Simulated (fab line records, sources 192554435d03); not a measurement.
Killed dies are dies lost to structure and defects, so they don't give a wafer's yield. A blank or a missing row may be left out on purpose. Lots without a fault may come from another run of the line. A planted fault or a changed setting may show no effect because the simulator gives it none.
Split-lot experiment | flow n5_finfet | 7 lots, 39 wafers read, on a route of 1938 steps

THE SPLIT
At N5_DUMMY_GATE_ETCH_31 (etches SiO2 in C4F6/O2, target depth 82.5 nm, time 27.5 s), the setting target_depth_a was moved away from the recipe's 825 angstrom on 9 of the 39 wafers read, by -10.0% to +11.0%. The other wafers ran this setting at the recipe's value.

The reading is taken at the split's own step.

THE READING
SOC_of_DUMMY_GATE_COAT_34.thk_nm (the simulator's own value, which no gauge read), in nm, at N5_DUMMY_GATE_ETCH_31 (etches SiO2 in C4F6/O2, target depth 82.5 nm, time 27.5 s). The file gives no usual value for it. The 30 wafers here that ran the recipe average 51.7 nm, standard deviation 0.2 nm.

wafer  | tool, chamber at the split | target_depth_a as run, angstrom | against the recipe | SOC_of_DUMMY_GATE_COAT_34.thk_nm, nm | against lot-mates on the recipe
L077.1 | rie_diel-03, 2             | 825                             | recipe             | 51.8                                 | -
L077.2 | rie_diel-03, 1             | 825                             | recipe             | 51.8                                 | -
L077.3 | rie_diel-03, 0             | 825                             | recipe             | 51.6                                 | -
L077.4 | rie_diel-03, 1             | 825                             | recipe             | 51.6                                 | -
L077.5 | rie_diel-03, 0             | 825                             | recipe             | 51.4                                 | -
L077.6 | rie_diel-03, 2             | 825                             | recipe             | 51.6                                 | -
L079.1 | rie_diel-04, 1             | 825                             | recipe             | 51.6                                 | -
L079.2 | rie_diel-04, 3             | 825                             | recipe             | 51.8                                 | -
L079.3 | rie_diel-04, 0             | 825                             | recipe             | 52                                   | -
L080.1 | rie_diel-03, 0             | 792.3                           | -4.0%              | 51.8                                 | +0.3
L080.2 | rie_diel-03, 1             | 825                             | recipe             | 51.6                                 | -
L080.3 | rie_diel-03, 2             | 792.3                           | -4.0%              | 52.2                                 | +0.7
L080.4 | rie_diel-03, 3             | 825                             | recipe             | 51.4                                 | -
L080.5 | rie_diel-03, 3             | 825                             | recipe             | 51.6                                 | -
L080.6 | rie_diel-03, 2             | 792.3                           | -4.0%              | 52                                   | +0.5
L083.1 | rie_diel-04, 0             | 825                             | recipe             | 52.2                                 | -
L083.2 | rie_diel-04, 2             | 825                             | recipe             | 52                                   | -
L083.3 | rie_diel-04, 1             | 742.8                           | -10.0%             | 53.2                                 | +1.1
L083.4 | rie_diel-04, 3             | 742.8                           | -10.0%             | 52.8                                 | +0.7
L083.5 | rie_diel-04, 2             | 825                             | recipe             | 52                                   | -
L083.6 | rie_diel-04, 3             | 742.8                           | -10.0%             | 52.8                                 | +0.7
L085.1 | rie_diel-06, 1             | 825                             | recipe             | 51.8                                 | -
L085.2 | rie_diel-06, 0             | 825                             | recipe             | 51.8                                 | -
L085.3 | rie_diel-06, 2             | 825                             | recipe             | 51.8                                 | -
L085.4 | rie_diel-06, 3             | 825                             | recipe             | 52                                   | -
L085.5 | rie_diel-06, 0             | 825                             | recipe             | 51.8                                 | -
L085.6 | rie_diel-06, 1             | 825                             | recipe             | 51.8                                 | -
L091.1 | rie_diel-04, 3             | 825                             | recipe             | 51.8                                 | -
L091.2 | rie_diel-04, 2             | 915.6                           | +11.0%             | 50.8                                 | -1.1
L091.3 | rie_diel-04, 1             | 915.6                           | +11.0%             | 51                                   | -0.9
L091.4 | rie_diel-04, 0             | 915.6                           | +11.0%             | 51.2                                 | -0.7
L091.5 | rie_diel-04, 1             | 825                             | recipe             | 52                                   | -
L091.6 | rie_diel-04, 2             | 825                             | recipe             | 51.8                                 | -
L094.1 | rie_diel-03, 2             | 825                             | recipe             | 51.4                                 | -
L094.2 | rie_diel-03, 3             | 825                             | recipe             | 51.6                                 | -
L094.3 | rie_diel-03, 0             | 825                             | recipe             | 51.4                                 | -
L094.4 | rie_diel-03, 1             | 825                             | recipe             | 51.8                                 | -
L094.5 | rie_diel-03, 0             | 825                             | recipe             | 51.8                                 | -
L094.6 | rie_diel-03, 1             | 825                             | recipe             | 51.8                                 | -

THE FIT
A straight line over all 39 wafers: SOC_of_DUMMY_GATE_COAT_34.thk_nm changes by -0.0888 nm for each +1% of target_depth_a; r = -0.86; the points scatter about the line by 0.23 nm.
The same after taking each lot's own level away (the mean of its wafers on the recipe; 39 wafers): -0.0847 nm for each +1%; r = -0.93; scatter 0.15 nm.
On that fit, the largest move of target_depth_a shifts the reading by 0.93 nm.
The lots' own levels span 51.53 to 52.07 nm, that is 2.7 times the standard deviation above.
So the lot-to-lot level changes the slope little: the two slopes agree.
Check: with one of the wafers moved furthest among these (+11.0%) left out of the fit, the line predicts -0.874 nm for it against its lot-mates. It came out at -1.07 nm against them.

OTHER SPLITS ON THESE WAFERS
These wafers also went through other splits before the reading. Each is held against what the fit with the lots' levels taken away leaves over:
other split on the same wafers | wafers away from the commonest value | r with SOC_of_DUMMY_GATE_COAT_34.thk_nm (lot level and that fit taken away)
N5_FIN_SAQP_ETCH_52 source_w   | 15                                   | +0.15
N5_DUMMY_GATE_ETCH_37 source_w | 12                                   | +0.11

THE WHOLE CHAIN: every reading that the file lists as answering this split, in the file's order
step                  | what it does                                              | reading                                                                           | change (the file's fit)                | r (the file's)
N5_DUMMY_GATE_ETCH_31 | etches SiO2 in C4F6/O2, target depth 82.5 nm, time 27.5 s | etch.depth_nm (the simulator's own value, which no gauge read)                    | +0.772 nm for each +1% of the setting  | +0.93
N5_DUMMY_GATE_ETCH_31 | etches SiO2 in C4F6/O2, target depth 82.5 nm, time 27.5 s | SOC_of_DUMMY_GATE_COAT_34.thk_nm (the simulator's own value, which no gauge read) | -0.0849 nm for each +1% of the setting | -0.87

THE FILE'S OWN FIT
SOC_of_DUMMY_GATE_COAT_34.thk_nm changes by -0.0849 nm for each +1% of target_depth_a, r = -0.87.
